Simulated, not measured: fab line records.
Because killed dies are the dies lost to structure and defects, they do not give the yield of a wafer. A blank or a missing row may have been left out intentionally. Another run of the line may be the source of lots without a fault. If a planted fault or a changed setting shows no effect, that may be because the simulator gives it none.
Matching of chambers	flow n5 finfet	N5_BEOL_M1_ETCH_77 on rie diel-05: 4 sister chambers
The step etches underlayer in N2/H2, target depth 6.5 nm, time 5.2 s. 4 wafers are shown with their chamber, then 8 later ones without.

## WAFERS WITH THEIR CHAMBER
wafer	chamber	throttle valve pct (%)
L082.3	0	17.71
L082.5	3	17.86
L080.5	2	17.88
L084.2	1	17.63

## WAFERS WITHOUT THEIR CHAMBER
wafer	throttle valve pct (%)
L084.4	17.88
L084.6	17.64
L087.3	17.90
L087.4	17.71
L087.5	17.66
L092.1	17.88
L092.2	17.67
L092.3	17.63

## EACH ONE'S CHAMBER
wafer	from the rows above	in truth
L084.4	can't be placed: 2 or 3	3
L084.6	1	1
L087.3	can't be placed: 2 or 3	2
L087.4	0	0
L087.5	can't be placed: 1 or 0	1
L092.1	can't be placed: 2 or 3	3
L092.2	can't be placed: 0 or 1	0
L092.3	1	1
3 of 8 placed correctly. Not placeable from these rows: 5 (in 5, the candidates include the true chamber). Number placed wrongly: 0.
How it was worked out, from the rows above alone: a wafer's distance from a chamber is the root of the sum, over the readings, of the square of ((its reading less the chamber's mean) divided by the reading's scatter). The wafer belongs to the nearest chamber; if the next one is less than 2 further off, it can't be placed. Each chamber's mean is taken over the wafers shown for it. The scatter: with one shown wafer a chamber, the root of the mean of the squares of how far each hidden wafer lies from its nearest shown one.
